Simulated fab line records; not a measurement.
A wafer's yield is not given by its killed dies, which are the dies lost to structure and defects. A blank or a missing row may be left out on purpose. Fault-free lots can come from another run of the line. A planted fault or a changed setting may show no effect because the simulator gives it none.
fab line records	flow n5Finfet
record lots=10	wafers=28	lastDay=18
route steps=1938 shown HKMG_FIN@430 BEOL_M4@1111 PASSIVATION@1936
lots that met no fault: from a run of the same line without faults
startH: hours from the record's opening day to when the first of the lot's shown wafers began	waitH: time in hours since the lot's previous step	" same as the row above	L1.1+2: a row that stands for several wafers	- value missing, or start not given	* or withheld: withheld	< > ~ a bound
route shown NAME@n: NAME is a module with steps in the file, n the number in the route of the first one	usual: mean and standard deviation over wafers with no fault	same: alike in all rows	chamber/n: place in a boat	sites: the reading at each site	_std_site: standard deviation across them	_edge_site: outer sites' mean less inner sites'	radiusMm: for every site, how far away it sits from the centre of the wafer	mask NAME#n: copy n	behind: the most recent tool/chamber to have shaped the wafer	hold: why the lot went on hold/how many hours it stayed there/how the hold came to an end	device: transistor that didn't switch, given as n, p or np	end of line: the route-end tests of the same wafers	for a step that has no rows: nothing shown but its recipe	killed: at the first sort, the dies lost to defects and structure; wafer yield is something else	map: the dies of a wafer, with x for killed, . for not killed, _ for no die there
set.NAME: the setting the step ran with; set.NAME@STEP: the setting that earlier step ran with	model.NAME: the simulator's own value behind a step, which no gauge read
steps of the route over a sample of lots; a table a step, a row a wafer
services: when a tool's chamber went out of use (startH, in hours from the record's first day, below 0 if earlier), for how many hours, and the reason
## steps
# step N5_HKMG_FIN_CD_MEAS_12
# recipe targetCdNm=92.8	landingEnergyEv=500	detector=seInlens
# usual cdNm=93.0/1
lot.wafer	tool	chamber	startH	waitH	cdNm
L834.2	cdSem-02	0	86.05	-	93.9
L834.5	"	0	"	"	91.8
L834.6	"	0	"	"	94.1
L836.1	cdSem-02	0	101.39	-	92.5
L836.3	"	0	"	"	93.3
L836.6	"	0	"	"	93.8
L838.1	cdSem-02	0	106.23	-	93.9
L838.3	"	0	"	"	94.4
L838.4	"	0	"	"	94.3
L839.3	cdSem-01	0	110.00	-	92.7
L839.4	"	0	"	"	93.9
L839.5	"	0	"	"	93.6
L840.2	cdSem-01	0	115.91	-	94.2
L840.3	"	0	"	"	94.3
L840.5	"	0	"	"	93.0
L841.2	cdSem-02	0	121.35	-	92.5
L841.3	"	0	"	"	93.8
L841.6	"	0	"	"	93.1
L843.1	cdSem-02	0	137.70	-	92.9
L843.4	"	0	"	"	92.8
L843.6	"	0	"	"	91.7
L852.5	cdSem-02	0	189.17	-	93.1
L852.6	"	0	"	"	93.3
L854.1	cdSem-02	0	203.25	-	93.8
L854.3	"	0	"	"	93.1
L855.1	cdSem-01	0	207.47	-	93.0
L855.3	"	0	"	"	94.0
L855.5	"	0	"	"	93.9
# step N5_HKMG_FIN_NWFM_ALD_20
# recipe material=TiAlC	targetThkA=20	tempC=300	aldPrecursorFamily=TiCl4	aldCoReactant=TEA	pulseTimeS=3	purgeTimeS=2	coReactantPurgeTimeS=2	coReactantPulseTimeS=10	aldCycles=7	pressureTorr=3
# usual aldCycles=7/0	heaterPowerW=465/57	precursorPulseHeightRel=1.003/0.02
lot.wafer	tool	chamber	startH	waitH	aldCycles	heaterPowerW	precursorPulseHeightRel
L834.2	aldMetal-02	3	88.09	0.3	7	454	1.012
L834.5	"	0	"	"	7	393	1.008
L834.6	"	1	"	"	7	456	0.969
L836.1	aldMetal-03	3	103.50	0.3	7	432	0.981
L836.3	"	0	"	"	7	447	0.991
L836.6	"	0	"	"	7	436	0.997
L838.1	aldMetal-02	3	108.30	0.3	7	470	1.009
L838.3	"	0	"	"	7	390	1.016
L838.4	"	2	"	"	7	395	1.008
L839.3	aldMetal-02	1	112.15	0.1	7	461	0.995
L839.4	"	0	"	"	7	386	1.038
L839.5	"	0	"	"	7	391	0.959
L840.2	aldMetal-02	1	118.01	0.3	7	454	1.009
L840.3	"	3	"	"	7	454	1.015
L840.5	"	0	"	"	7	393	1.002
L841.2	aldMetal-03	3	123.45	0.3	7	437	1.006
L841.3	"	2	"	"	7	515	1.001
L841.6	"	1	"	"	7	519	0.989
L843.1	aldMetal-02	3	139.78	0.3	7	456	0.992
L843.4	"	2	"	"	7	397	1.001
L843.6	"	2	"	"	7	396	1.015
L852.5	aldMetal-03	0	191.32	0.1	7	446	1.024
L852.6	"	3	"	"	5	459	0.996
L854.1	aldMetal-03	3	205.35	0.3	5	443	1.018
L854.3	"	0	"	"	7	446	1.038
L855.1	aldMetal-02	1	209.52	0.3	7	463	0.964
L855.3	"	0	"	"	7	384	1.016
L855.5	"	0	"	"	7	389	1.024
# step N5_HKMG_FIN_ALD_71
# recipe material=TiN	targetThkA=10	tempC=400	aldPrecursorFamily=TiCl4	aldCoReactant=NH3	pulseTimeS=1	purgeTimeS=3	coReactantPurgeTimeS=2	coReactantPulseTimeS=2	aldCycles=47	pressureTorr=3
# usual aldCycles=47/0	heaterPowerW=832/100	precursorPulseHeightRel=1.001/0.019
lot.wafer	tool	chamber	startH	waitH	aldCycles	heaterPowerW	precursorPulseHeightRel
L834.2	aldMetal-02	3	88.19	0.0	47	847	1.009
L834.5	"	0	"	"	47	696	1.002
L834.6	"	1	"	"	47	825	0.989
L836.1	aldMetal-03	3	103.59	0.0	47	785	0.990
L836.3	"	0	"	"	47	810	1.000
L836.6	"	0	"	"	47	792	0.988
L838.1	aldMetal-02	3	108.40	0.0	47	855	0.977
L838.3	"	0	"	"	47	682	0.987
L838.4	"	2	"	"	47	721	0.964
L839.3	aldMetal-02	1	112.25	0.0	47	799	0.988
L839.4	"	0	"	"	47	703	1.008
L839.5	"	0	"	"	47	696	1.007
L840.2	aldMetal-02	1	118.11	0.0	47	818	1.020
L840.3	"	3	"	"	47	869	1.020
L840.5	"	0	"	"	47	683	0.974
L841.2	aldMetal-03	3	123.55	0.0	47	805	1.015
L841.3	"	2	"	"	47	901	1.003
L841.6	"	1	"	"	47	944	1.026
L843.1	aldMetal-02	3	139.88	0.0	47	832	0.991
L843.4	"	2	"	"	47	742	0.983
L843.6	"	2	"	"	47	723	0.980
L852.5	aldMetal-03	0	191.49	0.1	47	805	1.004
L852.6	"	3	"	"	47	785	1.007
L854.1	aldMetal-03	3	205.45	0.0	47	776	0.995
L854.3	"	0	"	"	47	811	1.002
L855.1	aldMetal-02	1	209.62	0.0	47	820	1.012
L855.3	"	0	"	"	47	707	1.009
L855.5	"	0	"	"	47	678	0.990
# step N5_HKMG_FIN_STRIP_69
# recipe chemistry=N2/H2	powerW=2500	tempC=300	h2Frac=0.65	timeS=360	pressureMtorr=withheld	n2FlowSccm=1750	h2FlowSccm=3250
# usual drypumpMotorCurrentA=5.8/0.43	heaterPowerW=480/30
lot.wafer	tool	chamber	startH	waitH	drypumpMotorCurrentA	heaterPowerW	rfHoursCounterH
L834.2	plasmaAsher-01	1	88.89	0.1	5.4	463	91
L834.5	"	1	"	"	5.4	457	-
L834.6	"	0	"	"	5.5	431	-
L836.1	plasmaAsher-01	1	104.30	0.1	5.3	445	94
L836.3	"	0	"	"	5.5	428	-
L836.6	"	0	"	"	5.6	422	-
L838.1	plasmaAsher-02	0	109.10	0.1	6.4	489	37
L838.3	"	1	"	"	5.6	514	-
L838.4	"	0	"	"	6.4	476	-
L839.3	plasmaAsher-02	1	113.17	0.2	5.6	521	-
L839.4	"	0	"	"	6.4	473	-
L839.5	"	1	"	"	5.6	520	-
L840.2	plasmaAsher-02	1	118.80	0.1	5.6	514	39
L840.3	"	0	"	"	6.4	481	-
L840.5	"	0	"	"	6.4	493	-
L841.2	plasmaAsher-01	0	124.27	0.1	5.6	427	99
L841.3	"	1	"	"	5.3	458	-
L841.6	"	0	"	"	5.5	433	-
L843.1	plasmaAsher-01	1	140.58	0.1	5.4	466	102
L843.4	"	1	"	"	5.4	454	-
L843.6	"	0	"	"	5.5	439	-
L852.5	plasmaAsher-02	0	192.32	0.3	6.4	489	-
L852.6	"	1	"	"	5.6	511	-
L854.1	plasmaAsher-02	0	206.15	0.1	6.4	488	54
L854.3	"	1	"	"	5.6	509	-
L855.1	plasmaAsher-02	1	210.32	0.1	5.6	519	54
L855.3	"	1	"	"	5.6	508	-
L855.5	"	0	"	"	6.4	490	-
# step N5_BEOL_M4_RC_MEAS_101
# usual DIBL_N=36.5/2.2	DIBL_P=36.9/2.9	IOFF_N=0.17/0.044	IOFF_N_85C=3.2/0.72	IOFF_N_LIN=0.076/0.017	IOFF_N_LONG=5.47e-05/2.6e-06	IOFF_P=0.22/0.052	IOFF_P_LIN=0.103/0.019	IOFF_P_LONG=0.000104/9.8e-06	ION_N=671/16	ION_P=461/10	SS_N=71.6/0.73	SS_P=73.5/0.79	VT_N=250/4.1	VT_N_LONG=275.1/2.3	VT_N_LVT=98/4.6	VT_P=-250/4.1	VT_P_LONG=-275/3.1	VT_P_LVT=-98/4
lot.wafer	tool	chamber	startH	waitH	DIBL_N[mV/V]	DIBL_P[mV/V]	IOFF_N[nA/um]	IOFF_N_85C[nA/um]	IOFF_N_LIN[nA/um]	IOFF_N_LONG[nA/um]	IOFF_P[nA/um]	IOFF_P_LIN[nA/um]	IOFF_P_LONG[nA/um]	ION_N[uA/um]	ION_P[uA/um]	SS_N[mV/dec]	SS_P[mV/dec]	VT_N[mV]	VT_N_LONG[mV]	VT_N_LVT[mV]	VT_P[mV]	VT_P_LONG[mV]	VT_P_LVT[mV]
L834.2	prober-02	0	196.53	0.2	35.9	36.2	0.15	2.9	0.072	5.47e-05	0.21	0.103	0.000116	666	459	70.7	73.0	249	272.8	100	-249	-274	-98
L834.5	"	0	"	"	36.7	36.3	0.15	3.0	0.071	5.57e-05	0.20	0.096	0.000113	656	453	71.3	73.7	250	273.7	101	-252	-275	-99
L834.6	"	0	"	"	35.2	36.0	0.14	2.7	0.065	5.5e-05	0.21	0.101	0.000107	664	461	71.9	73.2	253	278.4	102	-248	-274	-98
L836.1	prober-01	0	207.00	0.0	37.2	35.2	0.16	3.2	0.067	5.35e-05	0.19	0.092	0.000104	653	439	72.2	72.8	253	276.4	102	-253	-275	-101
L836.3	"	0	"	"	35.6	36.2	0.14	2.8	0.066	5.2e-05	0.22	0.104	0.000115	658	462	71.2	72.7	254	277.0	101	-250	-275	-98
L836.6	"	0	"	"	36.1	35.9	0.15	3.0	0.069	5.4e-05	0.22	0.101	0.000107	670	457	71.4	73.2	253	275.9	100	-251	-276	-99
L838.1	prober-02	0	207.74	0.0	36.2	37.7	0.19	3.5	0.086	5.54e-05	0.27	0.122	0.000114	680	476	71.6	73.3	245	272.0	96	-245	-272	-96
L838.3	"	0	"	"	35.3	36.1	0.17	3.2	0.076	5.62e-05	0.24	0.113	0.000119	671	462	70.7	73.0	249	271.2	97	-247	-271	-96
L838.4	"	0	"	"	36.0	37.1	0.16	3.1	0.071	5.51e-05	0.24	0.111	0.000116	668	467	71.7	74.0	251	272.9	101	-249	-272	-97
L839.3	prober-01	0	213.08	0.3	37.5	38.7	0.20	3.7	0.087	5.48e-05	0.24	0.112	0.000107	692	466	72.0	74.6	246	274.8	95	-251	-275	-97
L839.4	"	0	"	"	34.3	35.8	0.14	2.7	0.065	5.35e-05	0.20	0.093	9.7e-05	654	450	71.6	73.7	253	276.4	100	-252	-275	-100
L839.5	"	0	"	"	36.0	36.9	0.16	3.1	0.073	5.5e-05	0.20	0.098	9.8e-05	671	457	72.1	73.9	251	271.8	98	-249	-274	-99
L840.2	prober-01	0	219.46	0.2	37.2	36.5	0.16	3.2	0.076	5.65e-05	0.25	0.111	0.000124	671	462	71.9	73.6	252	275.0	99	-246	-272	-97
L840.3	"	0	"	"	33.1	31.3	0.11	2.3	0.052	5.83e-05	0.18	0.090	0.00012	648	447	71.2	73.2	255	274.6	104	-248	-270	-100
L840.5	"	0	"	"	36.8	36.6	0.16	3.1	0.074	5.65e-05	0.24	0.111	0.000113	660	462	71.2	73.8	250	276.0	100	-247	-274	-97
L841.2	prober-01	0	242.80	0.2	35.8	35.2	0.14	2.9	0.065	5.47e-05	0.19	0.087	0.000107	670	454	71.9	73.4	253	275.7	104	-253	-278	-103
L841.3	"	0	"	"	37.1	38.6	0.16	3.3	0.075	5.15e-05	0.24	0.105	8.9e-05	652	453	72.5	73.8	248	277.2	100	-250	-275	-101
L841.6	"	0	"	"	34.8	32.0	0.13	2.7	0.052	5.5e-05	0.14	0.072	0.0001	638	436	72.4	72.6	258	278.1	107	-258	-277	-106
L843.1	prober-02	0	252.78	0.0	36.4	37.6	0.18	3.5	0.083	5.4e-05	0.21	0.097	9.3e-05	671	452	71.5	73.4	247	275.7	94	-252	-278	-99
L843.4	"	0	"	"	36.7	38.7	0.16	3.2	0.078	5.51e-05	0.23	0.105	9.8e-05	677	466	71.2	74.4	246	275.7	96	-249	-276	-99
L843.6	"	0	"	"	37.2	40.4	0.22	4.1	0.101	5.54e-05	0.25	0.113	9.4e-05	709	475	71.3	73.4	243	276.7	91	-247	-277	-97
L852.5	prober-02	0	297.47	0.6	34.6	34.3	0.13	2.6	0.059	5.75e-05	0.16	0.082	0.000101	652	445	71.5	72.7	253	271.7	100	-253	-274	-101
L852.6	"	0	"	"	36.5	37.3	0.03	0.8	0.015	2.58e-05	0.32	0.155	0.000156	562	473	71.7	73.7	294	319.1	142	-237	-261	-86
L855.1	prober-01	0	317.82	0.0	35.3	35.5	0.14	2.7	0.067	5.28e-05	0.18	0.087	9.6e-05	666	461	70.9	73.1	250	275.8	99	-252	-277	-100
L855.3	"	0	"	"	38.1	38.7	0.18	3.4	0.080	5.38e-05	0.23	0.102	9.8e-05	674	463	71.7	74.3	247	275.2	96	-249	-274	-97
L855.5	"	0	"	"	37.8	39.4	0.17	3.3	0.078	5.33e-05	0.25	0.108	9.6e-05	668	461	71.4	74.4	248	278.2	97	-252	-275	-96
L854.1	prober-02	0	318.22	0.0	38.1	37.4	0.03	0.8	0.012	2.34e-05	0.37	0.158	0.000139	543	466	71.6	74.0	300	325.5	149	-237	-263	-88
L854.3	"	0	"	"	41.2	40.4	0.23	4.2	0.101	5.26e-05	0.27	0.117	0.000102	689	464	72.2	74.5	246	277.7	94	-247	-279	-97
# step N5_PASSIVATION_PROBE_49
# usual defectLimitedYield=91.3/1.4	killed_at_M0_to_M3=36/10	killed_at_M4_up=13/5.4	killedAtContacts=12/5.3	killedAtFrontEnd=39/10	killedAtOther=3.2/2.7	killedDies=103/16	killedOpen=68/13	killedShort=33/6.6	sort_bin_4_leakage=0.01/0.031	sort_bin_5_function=5.1/0.92	sort_bin_6_memory=3.3/0.68	sort_bin_8_speed=0.1/0.41	sortNPass=1077/17	sortYieldPct=91.2/1.4
# same grossDies=1180	killedAtBackSide=0
lot.wafer	tool	chamber	startH	waitH	defectLimitedYield[%]	killed_at_M0_to_M3	killed_at_M4_up	killedAtContacts	killedAtFrontEnd	killedAtOther	killedDies	killedOpen	killedShort	sort_bin_4_leakage[%]	sort_bin_5_function[%]	sort_bin_6_memory[%]	sort_bin_8_speed[%]	sortNPass	sortYieldPct[%]
L838.1	prober-01	-	311.93	0.0	89.9	31	14	14	58	2	119	83	36	0	5.9	3.6	0	1061	89.9
L838.3	prober-01	-	312.03	0.1	90.6	27	15	14	54	1	111	74	35	0	6.0	3.2	0	1069	90.6
L838.4	prober-01	-	312.08	0.2	88.9	51	14	10	54	2	131	90	38	0	6.9	3.8	0	1049	88.9
L836.1	prober-01	-	324.67	0.0	92.1	32	13	19	29	0	93	58	35	0	4.8	2.7	0.4	1082	91.7
L836.3	prober-01	-	324.77	0.1	90.8	25	17	13	50	3	108	79	29	0	5.2	3.8	0	1072	90.8
L836.6	prober-01	-	324.92	0.3	91.9	36	12	11	34	3	96	70	25	0	5.2	2.9	0	1084	91.9
L839.3	prober-01	-	325.48	0.1	90.2	53	16	9	37	1	116	66	47	0	6.1	3.4	0.1	1064	90.2
L839.4	prober-01	-	325.53	0.2	92.0	47	6	6	30	5	94	56	37	0	4.6	3.1	0	1086	92.0
L839.5	prober-01	-	325.58	0.2	90.4	51	18	13	23	8	113	77	34	0	5.8	3.7	0	1067	90.4
L840.2	prober-01	-	333.57	0.1	92.5	26	15	12	36	0	89	55	34	0	4.8	2.5	0	1091	92.5
L840.3	prober-01	-	333.62	0.1	91.6	27	8	24	38	2	99	65	34	0	4.9	3.2	0.3	1078	91.4
L840.5	prober-01	-	333.72	0.2	90.7	35	11	20	42	2	110	74	36	0	5.5	3.4	0	1070	90.7
L841.2	prober-01	-	349.54	0.8	88.6	43	12	20	58	2	135	95	39	0	7.3	3.9	0	1045	88.6
L841.3	prober-01	-	349.59	0.9	90.8	31	11	5	56	6	109	64	42	0	5.4	3.6	0	1071	90.8
L841.6	prober-01	-	349.74	1.0	91.3	30	7	6	60	0	103	70	31	0	5.2	3.1	4.6	1023	86.7
L843.1	prober-01	-	351.59	0.0	90.3	51	16	17	30	0	114	72	41	0	5.9	3.6	0	1066	90.3
L843.4	prober-01	-	351.74	0.2	89.8	49	23	22	21	5	120	85	31	0	5.9	3.8	0	1060	89.8
L843.6	prober-01	-	351.84	0.3	90.8	43	12	10	39	4	108	72	36	0	4.9	3.9	0	1072	90.8
L852.5	prober-02	-	412.34	0.2	90.8	30	10	16	48	4	108	70	38	0	5.0	3.6	0	1072	90.8
L852.6	prober-02	-	412.39	0.3	90.0	34	19	12	48	5	118	83	35	0.08	5.5	4.2	89.9	0	0
L854.1	prober-01	-	430.72	0.0	92.5	36	6	5	37	4	88	52	36	0	4.1	2.9	92.5	0	0
L854.3	prober-01	-	430.82	0.1	93.5	28	11	5	32	1	77	43	34	0	4.5	1.9	0	1103	93.5
# killed by level:class
L838.1 FIN_SAQP:geometricParticle:open=18 BEOL_M3:geometricParticle:open=12 STI_FIN_REVEAL:geometricParticle:open=11 MOL_CONTACT_COAG:geometricParticle:open=11 FIN_SAQP:geometricParticle:short=8 BEOL_M4:geometricParticle:open=7 GATE_CUT:geometricParticle:short=4 BEOL_M3:geometricParticle:short=4
L838.3 STI_FIN_REVEAL:geometricParticle:open=18 MOL_CONTACT_COAG:geometricParticle:open=13 FIN_SAQP:geometricParticle:short=12 BEOL_M3:geometricParticle:open=9 FIN_SAQP:geometricParticle:open=8 BEOL_M4:geometricParticle:open=7 BEOL_M0_SAQP:geometricParticle:short=4 BEOL_M2:geometricParticle:open=4
L838.4 STI_FIN_REVEAL:geometricParticle:open=22 BEOL_M0_SAQP:geometricParticle:short=14 BEOL_M3:geometricParticle:open=13 BEOL_M0_SAQP:geometricParticle:open=10 FIN_SAQP:geometricParticle:open=7 BEOL_M4:geometricParticle:open=6 MOL_CONTACT_COAG:geometricParticle:open=6 BEOL_M1:geometricParticle:open=6
L836.1 MOL_CONTACT_COAG:geometricParticle:open=14 STI_FIN_REVEAL:geometricParticle:open=9 BEOL_M0_SAQP:geometricParticle:open=7 BEOL_M0_SAQP:geometricParticle:short=7 BEOL_M3:geometricParticle:short=6 MOL_CONTACT_COAG:geometricParticle:short=5 BEOL_M4:geometricParticle:open=5 FIN_SAQP:geometricParticle:short=3
L836.3 FIN_SAQP:geometricParticle:open=17 MOL_CONTACT_COAG:geometricParticle:open=11 FIN_SAQP:geometricParticle:short=10 STI_FIN_REVEAL:geometricParticle:open=7 BEOL_M4:geometricParticle:open=7 BEOL_M2:geometricParticle:open=6 BEOL_M3:geometricParticle:open=6 GATE_CUT:geometricParticle:short=5
L836.6 FIN_SAQP:geometricParticle:open=13 BEOL_M3:geometricParticle:open=11 BEOL_M1:geometricParticle:open=10 MOL_CONTACT_COAG:geometricParticle:open=9 BEOL_M4:geometricParticle:open=5 STI_FIN_REVEAL:geometricParticle:open=5 BEOL_M0_SAQP:geometricParticle:short=5 FIN_SAQP:geometricParticle:short=4
L839.3 BEOL_M0_SAQP:geometricParticle:open=12 BEOL_M0_SAQP:geometricParticle:short=11 BEOL_M4:geometricParticle:open=8 ILD0:geometricParticle:short=7 MOL_CONTACT_COAG:geometricParticle:open=7 BEOL_M1:geometricParticle:open=7 FIN_SAQP:geometricParticle:open=6 GATE_CUT:geometricParticle:short=5
L839.4 BEOL_M1:geometricParticle:open=13 BEOL_M0_SAQP:geometricParticle:short=10 FIN_SAQP:geometricParticle:short=8 BEOL_M0_SAQP:geometricParticle:open=8 FIN_SAQP:geometricParticle:open=7 BEOL_M3:geometricParticle:open=7 GATE_CUT:geometricParticle:short=5 MOL_CONTACT_COAG:geometricParticle:open=5
L839.5 MOL_CONTACT_COAG:geometricParticle:open=10 BEOL_M0_SAQP:geometricParticle:open=9 BEOL_M3:geometricParticle:open=9 BEOL_M0_SAQP:geometricParticle:short=8 BEOL_M1:geometricParticle:open=8 FIN_SAQP:geometricParticle:open=6 BEOL_M4:geometricParticle:open=6 BEOL_M0:geometricParticle:short=5
L840.2 BEOL_M4:geometricParticle:open=12 BEOL_M0_SAQP:geometricParticle:short=12 DUMMY_GATE:geometricParticle:open=8 MOL_CONTACT_COAG:geometricParticle:open=8 BEOL_M0_SAQP:geometricParticle:open=6 FIN_SAQP:geometricParticle:short=5 FIN_SAQP:geometricParticle:open=5 ILD0:geometricParticle:short=5
L840.3 MOL_CONTACT_COAG:geometricParticle:open=19 STI_FIN_REVEAL:geometricParticle:open=9 BEOL_M0_SAQP:geometricParticle:short=6 BEOL_M0_SAQP:geometricParticle:open=6 FIN_SAQP:geometricParticle:short=5 MOL_CONTACT_COAG:geometricParticle:short=5 BEOL_M3:geometricParticle:open=5 DUMMY_GATE:geometricParticle:short=4
L840.5 MOL_CONTACT_COAG:geometricParticle:open=13 FIN_SAQP:geometricParticle:open=10 BEOL_M0_SAQP:geometricParticle:short=10 BEOL_M4:geometricParticle:open=8 BEOL_M2:geometricParticle:open=8 MOL_CONTACT_COAG:geometricParticle:short=7 BEOL_M0_SAQP:geometricParticle:open=7 BEOL_M3:geometricParticle:open=7
L841.2 FIN_SAQP:geometricParticle:open=17 MOL_CONTACT_COAG:geometricParticle:open=16 BEOL_M2:geometricParticle:open=13 STI_FIN_REVEAL:geometricParticle:open=9 BEOL_M3:geometricParticle:open=9 FIN_SAQP:geometricParticle:short=6 BEOL_M4:geometricParticle:open=6 DUMMY_GATE:geometricParticle:open=4
L841.3 FIN_SAQP:geometricParticle:open=10 GATE_CUT:geometricParticle:short=8 ILD0:geometricParticle:open=8 BEOL_M2:geometricParticle:open=7 FIN_SAQP:geometricParticle:short=6 BEOL_M1:geometricParticle:open=6 STI_FIN_REVEAL:geometricParticle:open=5 BEOL_M0_SAQP:geometricParticle:short=5
L841.6 FIN_SAQP:geometricParticle:open=25 FIN_SAQP:geometricParticle:short=10 MOL_CONTACT_COAG:geometricParticle:open=6 BEOL_M3:geometricParticle:open=6 BEOL_M0_SAQP:geometricParticle:short=5 BEOL_M1:geometricParticle:open=5 BEOL_M2:geometricParticle:open=5 BEOL_M0_SAQP:geometricParticle:open=4
L843.1 MOL_CONTACT_COAG:geometricParticle:open=15 FIN_SAQP:geometricParticle:short=11 BEOL_M3:geometricParticle:open=11 BEOL_M0_SAQP:geometricParticle:short=11 BEOL_M2:geometricParticle:open=9 BEOL_M1:geometricParticle:open=8 STI_FIN_REVEAL:geometricParticle:open=6 GATE_CUT:geometricParticle:short=5
L843.4 MOL_CONTACT_COAG:geometricParticle:open=16 BEOL_M0_SAQP:geometricParticle:open=10 BEOL_M4:geometricParticle:open=9 BEOL_M2:geometricParticle:open=8 BEOL_M0:geometricParticle:open=7 BEOL_M3:geometricParticle:open=7 MOL_CONTACT_COAG:geometricParticle:short=6 BEOL_M0_SAQP:geometricParticle:short=6
L843.6 BEOL_M2:geometricParticle:open=13 FIN_SAQP:geometricParticle:open=11 BEOL_M0_SAQP:geometricParticle:short=9 MOL_CONTACT_COAG:geometricParticle:open=8 BEOL_M4:geometricParticle:open=7 BEOL_M0_SAQP:geometricParticle:open=5 FIN_SAQP:geometricParticle:short=4 DUMMY_GATE:geometricParticle:open=4
L852.5 STI_FIN_REVEAL:geometricParticle:open=14 MOL_CONTACT_COAG:geometricParticle:open=14 BEOL_M1:geometricParticle:open=8 FIN_SAQP:geometricParticle:short=7 FIN_SAQP:geometricParticle:open=6 BEOL_M0_SAQP:geometricParticle:short=6 BEOL_M0_SAQP:geometricParticle:open=5 ILD0:geometricParticle:short=4
L852.6 STI_FIN_REVEAL:geometricParticle:open=14 FIN_SAQP:geometricParticle:short=12 MOL_CONTACT_COAG:geometricParticle:open=12 FIN_SAQP:geometricParticle:open=11 BEOL_M4:geometricParticle:open=11 BEOL_M0_SAQP:geometricParticle:open=7 BEOL_M1:geometricParticle:open=7 BEOL_M0_SAQP:geometricParticle:short=5
L854.1 BEOL_M0_SAQP:geometricParticle:short=13 FIN_SAQP:geometricParticle:open=11 BEOL_M0_SAQP:geometricParticle:open=10 ILD0:geometricParticle:short=7 BEOL_M1:geometricParticle:open=7 FIN_SAQP:geometricParticle:short=4 DUMMY_GATE:geometricParticle:open=4 ILD0:geometricParticle:open=4
L854.3 BEOL_M0_SAQP:geometricParticle:short=9 BEOL_M0_SAQP:geometricParticle:open=8 ILD0:geometricParticle:short=6 BEOL_M1:geometricParticle:open=6 FIN_SAQP:geometricParticle:open=5 GATE_CUT:geometricParticle:short=5 FIN_SAQP:geometricParticle:short=4 ILD0:geometricParticle:open=4
## services
tool	chamber	startH	hours	kind
aldMetal-03	0	69.48	4.2	repair
aldMetal-02	-	136.53	2.8	pm
plasmaAsher-02	-	144.48	0.7	repair
plasmaAsher-02	-	170.78	1.3	repair
aldMetal-03	2	203.26	5.1	repair
## key
firstSign step=N5_HKMG_FIN_NWFM_ALD_20	reading=aldCycles	direction=down	sigmas=99+	usual=*	struck=*
effect step=N5_BEOL_M4_RC_MEAS_101	reading=VT_N_LONG	direction=up	sigmas=20	usual=275.1	struck=322.3
effect step=N5_BEOL_M4_RC_MEAS_101	reading=IOFF_N_LONG	direction=down	sigmas=11	usual=5.47e-05	struck=2.46e-05
effect step=N5_BEOL_M4_RC_MEAS_101	reading=VT_N	direction=up	sigmas=11	usual=250	struck=297
effect step=N5_BEOL_M4_RC_MEAS_101	reading=VT_N_LVT	direction=up	sigmas=10	usual=98	struck=146
effect step=N5_BEOL_M4_RC_MEAS_101	reading=ION_N	direction=down	sigmas=7.3	usual=671	struck=553
effect step=N5_BEOL_M4_RC_MEAS_101	reading=IOFF_P_LONG	direction=up	sigmas=4.5	usual=0.000104	struck=0.000148
effect step=N5_BEOL_M4_RC_MEAS_101	reading=VT_P_LONG	direction=up	sigmas=4.4	usual=-275	struck=-262
effect step=N5_BEOL_M4_RC_MEAS_101	reading=IOFF_N_LIN	direction=down	sigmas=3.7	usual=0.076	struck=0.014
effect step=N5_BEOL_M4_RC_MEAS_101	reading=IOFF_N_85C	direction=down	sigmas=3.4	usual=3.2	struck=0.8
effect step=N5_BEOL_M4_RC_MEAS_101	reading=VT_P	direction=up	sigmas=3.1	usual=-250	struck=-237
effect step=N5_BEOL_M4_RC_MEAS_101	reading=IOFF_N	direction=down	sigmas=3.1	usual=0.17	struck=0.03
effect step=N5_BEOL_M4_RC_MEAS_101	reading=VT_P_LVT	direction=up	sigmas=3	usual=-98	struck=-87
effect step=N5_PASSIVATION_PROBE_49	reading=sort_bin_8_speed	direction=up	sigmas=99+	usual=0.1	struck=91.2
metAt N5_HKMG_FIN_NWFM_ALD_20
struckLots L852,L854
struckWafers L852.6,L854.1
notActingAt N5_HKMG_FIN_CD_MEAS_12,N5_HKMG_FIN_ALD_71,N5_HKMG_FIN_STRIP_69
onsetBetween 123.45 191.32
fault kind=processParameterDrift	tool=aldMetal-03	chamber=-	onsetH=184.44	steps=N5_HKMG_FIN_NWFM_ALD_20	channel=aldCycles	offset=*	shape=step	endH=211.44	scope=struckWafersOnly	actsIn=*	stated=*
